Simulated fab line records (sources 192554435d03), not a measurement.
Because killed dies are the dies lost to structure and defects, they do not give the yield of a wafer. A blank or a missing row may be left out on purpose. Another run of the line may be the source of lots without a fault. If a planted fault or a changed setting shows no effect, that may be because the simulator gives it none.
Which tool did it? | flow n5 finfet | 13 lots with 39 wafers sampled at 3 steps, on a route of 1938 steps

## WHAT THE GAUGES READ, wafer by wafer
N5_MIM_BOT_LITHO_OVL_MEAS_11. Usual: MIM_BOT_OVL gives -3 nm (standard deviation 6.3).
lot  | measured     | on         | MIM_BOT_OVL (nm) | flag
L841 | day 12 05:38 | overlay-01 | 1 -3 1           |
L842 | day 12 07:24 | overlay-02 | 0 0 0            |
L843 | day 12 22:31 | overlay-01 | -9 -10 -5        |
L845 | day 13 04:41 | overlay-01 | 4 -2 -7          |
L846 | day 13 00:21 | overlay-01 | 2 9 0            |
L847 | day 13 10:52 | overlay-02 | -9 -13 -19       |
L848 | day 13 07:51 | overlay-02 | -8 -18 -12       |
L849 | day 14 01:51 | overlay-02 | -2 -2 -3         |
L850 | day 14 23:07 | overlay-01 | -6 -7 -9         |
L851 | day 14 16:10 | overlay-01 | -6 1 -3          |
L855 | day 16 04:51 | overlay-02 | -4 -4 -2         |
L856 | day 16 07:50 | overlay-01 | -1 -12 -10       |
L859 | day 17 01:28 | overlay-01 | 6 6 2            |

N5_PASSIVATION_OVL_MEAS_60. Usual: TV_OVL gives 3 nm (standard deviation 6.3).
lot  | measured     | on         | TV_OVL (nm) | flag
L841 | day 12 10:37 | overlay-02 | -4 1 -6     |
L842 | day 12 10:49 | overlay-02 | 14 4 5      |
L843 | day 13 01:46 | overlay-01 | 14 8 15     |
L845 | day 13 06:05 | overlay-01 | 10 -6 4     |
L846 | day 13 03:00 | overlay-02 | 1 1 9       |
L847 | day 13 14:20 | overlay-02 | -3 -1 -2    |
L848 | day 13 10:52 | overlay-01 | 11 14 12    |
L849 | day 14 03:47 | overlay-02 | -4 -3 -6    |
L850 | day 15 03:01 | overlay-02 | 7 3 3       |
L851 | day 14 18:15 | overlay-02 | 5 11 5      |
L855 | day 16 06:51 | overlay-01 | -11 -6 -5   |
L856 | day 16 10:04 | overlay-01 | 1 4 5       |
L859 | day 17 03:01 | overlay-02 | -6 0 -7     |

## WHICH TOOL RAN EACH LOT (tool, then ch and the chambers of the sampled wafers, then the start)
lot  | N5_HKMG_FIN_STRIP_19
L841 | plasma asher-01 ch 0,1, day 4 15:47
L842 | plasma asher-01 ch 0,1, day 4 20:54
L843 | plasma asher-01 ch 0,1, day 5 03:18
L845 | plasma asher-01 ch 0,1, day 5 16:07
L846 | plasma asher-02 ch 0,1, day 5 21:09
L847 | plasma asher-02 ch 0,1, day 6 04:39
L848 | plasma asher-01 ch 0,1, day 6 10:16
L849 | plasma asher-01 ch 0,1, day 6 17:42
L850 | plasma asher-01 ch 0,1, day 7 02:40
L851 | plasma asher-01 ch 0,1, day 7 06:05
L855 | plasma asher-01 ch 0,1, day 8 07:38
L856 | plasma asher-01 ch 0,1, day 8 10:24
L859 | plasma asher-01 ch 0,1, day 9 09:01
- N5_HKMG_FIN_STRIP_19: strips in N2/H2, time 360 s.

## WHAT THE TOOLS THEMSELVES READ (means of the sampled wafers that have a number; where no wafer has one, the mark that the record gives instead)
N5_HKMG_FIN_STRIP_19. Usual: drypump motor current A 6.0 A, standard deviation 0.37; heater power w 517 W, standard deviation 25.
lot  | tool            | drypump motor current A (A) | heater power w (W) | flag
L841 | plasma asher-01 | 5.8                         | 533                |
L842 | plasma asher-01 | 5.9                         | 534                |
L843 | plasma asher-01 | 5.8                         | 537                |
L845 | plasma asher-01 | 5.8                         | 523                |
L846 | plasma asher-02 | 6.4                         | 508                |
L847 | plasma asher-02 | 6.4                         | 513                |
L848 | plasma asher-01 | 5.8                         | 510                |
L849 | plasma asher-01 | 5.8                         | 511                |
L850 | plasma asher-01 | 5.9                         | 541                |
L851 | plasma asher-01 | 5.7                         | 512                |
L855 | plasma asher-01 | 5.8                         | 530                |
L856 | plasma asher-01 | 5.9                         | 530                |
L859 | plasma asher-01 | 5.8                         | 529                |

## THE ANSWER, worked out from the rows above alone
Rule: a lot is off if the mean of its wafers that have a number lies more than 3 standard deviations from the usual mean. Also off: a lot with no number at a reading for which 4 or more lots have one. Where the step has rows for the other lots, those lots are counted as sound. The gauges are gone through in route order, then the tools' own readings, and for those a lot's mean is taken as printed above. The first step at which some lot is off is used, and at that step the reading that is off furthest; a lot without a number counts as furthest.
No lot is off on any of the readings shown, so nothing can be concluded from this.

## WHAT HAD BEEN PUT IN BY THE SIMULATOR
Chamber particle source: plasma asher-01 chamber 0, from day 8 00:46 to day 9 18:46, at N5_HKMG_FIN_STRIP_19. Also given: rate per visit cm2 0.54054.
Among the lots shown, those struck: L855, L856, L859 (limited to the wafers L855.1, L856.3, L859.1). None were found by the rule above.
